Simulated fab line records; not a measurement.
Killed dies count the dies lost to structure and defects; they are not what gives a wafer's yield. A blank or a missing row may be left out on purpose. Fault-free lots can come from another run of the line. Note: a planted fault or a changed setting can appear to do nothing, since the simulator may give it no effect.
Which tool did it? / flow nand-harc / 6 lots, 18 wafers sampled, at 5 steps of a route of 1159

WHAT EACH GAUGE READ, for each wafer
NHARC_END_SORT_01.
lot=L196; measured=day 23 02:01; on=prober-01; killed-at-array=105 121 118
lot=L198; measured=day 23 13:19; on=prober-01; killed-at-array=115 116 113

WHICH TOOL RAN EACH LOT (tool, then ch and the chambers of the sampled wafers, then the start)
lot=L182; NHARC_A_STAIRCASE_ETCH_15=rie-diel-12 ch 1,2,3, day 11 12:53; NHARC_A_M1_ETCH_28=rie-diel-09 ch 0,2,3, day 18 08:56 or earlier; NHARC_A_BONDPAD_PRE_CLEAN_26=pvd-sputter-02, day 18 08:56 or earlier; NHARC_A_BONDPAD_CMP_19=cmp-02 ch 0,1,2, day 18 08:56
lot=L188; NHARC_A_STAIRCASE_ETCH_15=rie-diel-08 ch 0,1,3, day 12 08:27; NHARC_A_M1_ETCH_28=rie-diel-10 ch 0,1,2, day 20 00:51 or earlier; NHARC_A_BONDPAD_PRE_CLEAN_26=pvd-sputter-03, day 20 00:51 or earlier; NHARC_A_BONDPAD_CMP_19=cmp-02 ch 0,1,2, day 20 00:51
lot=L196; NHARC_A_STAIRCASE_ETCH_15=rie-diel-08 ch 0,1,3, day 14 17:05; NHARC_A_M1_ETCH_28=rie-diel-05 ch 0,2,3, day 21 21:32 or earlier; NHARC_A_BONDPAD_PRE_CLEAN_26=pvd-sputter-02, day 21 21:32 or earlier; NHARC_A_BONDPAD_CMP_19=cmp-03 ch 1,3, day 21 21:32
lot=L198; NHARC_A_STAIRCASE_ETCH_15=rie-diel-08 ch 2,3, day 15 07:48; NHARC_A_M1_ETCH_28=rie-diel-09 ch 1,2,3, day 22 03:46 or earlier; NHARC_A_BONDPAD_PRE_CLEAN_26=pvd-sputter-03, day 22 03:46 or earlier; NHARC_A_BONDPAD_CMP_19=cmp-01 ch 0,1,2, day 22 03:46
lot=L201; NHARC_A_STAIRCASE_ETCH_15=rie-diel-04 ch 0,2,3, day 16 02:43; NHARC_A_M1_ETCH_28=rie-diel-05 ch 0,3, day 23 14:52 or earlier; NHARC_A_BONDPAD_PRE_CLEAN_26=pvd-sputter-02, day 23 14:52 or earlier; NHARC_A_BONDPAD_CMP_19=cmp-03 ch 0,1,2, day 23 14:52
lot=L203; NHARC_A_STAIRCASE_ETCH_15=rie-diel-04 ch 0,1,3, day 16 15:26; NHARC_A_M1_ETCH_28=rie-diel-05 ch 0,3, day 24 01:27 or earlier; NHARC_A_BONDPAD_PRE_CLEAN_26=pvd-sputter-02, day 24 01:27 or earlier; NHARC_A_BONDPAD_CMP_19=cmp-01 ch 0,1,3, day 24 01:27
- NHARC_A_STAIRCASE_ETCH_15: etches the open film in C4F8/O2, target depth 100 nm, time 40.5 s.
- NHARC_A_M1_ETCH_28: etches the open film in CF4/N2, target depth 30 nm, time 72.99 s.
- NHARC_A_BONDPAD_PRE_CLEAN_26: time 30 s.
- NHARC_A_BONDPAD_CMP_19: polishes, t overpolish 30 s, cu recess touch 16 s, target thk 169.8 nm.

THE ANSWER, worked out from the rows above alone
Rule: the usual values come from the lots themselves. The widest of any qualifying gaps counts: lots, ordered by their means at a reading, are off when they make up no more than a third of the lots, leave a main group of 4 or more, and stand apart from it by 3 or more times the standard deviation of that group's means. A main group is skipped when, at the precision printed for the reading in the tables above, its means are all equal. Also off: a lot with no number at a reading for which 4 or more lots have one. Where the step has rows for the other lots, those lots are counted as sound.
Nothing can be told from this: no lot is off at any reading shown.

WHAT WAS PUT IN BY THE SIMULATOR
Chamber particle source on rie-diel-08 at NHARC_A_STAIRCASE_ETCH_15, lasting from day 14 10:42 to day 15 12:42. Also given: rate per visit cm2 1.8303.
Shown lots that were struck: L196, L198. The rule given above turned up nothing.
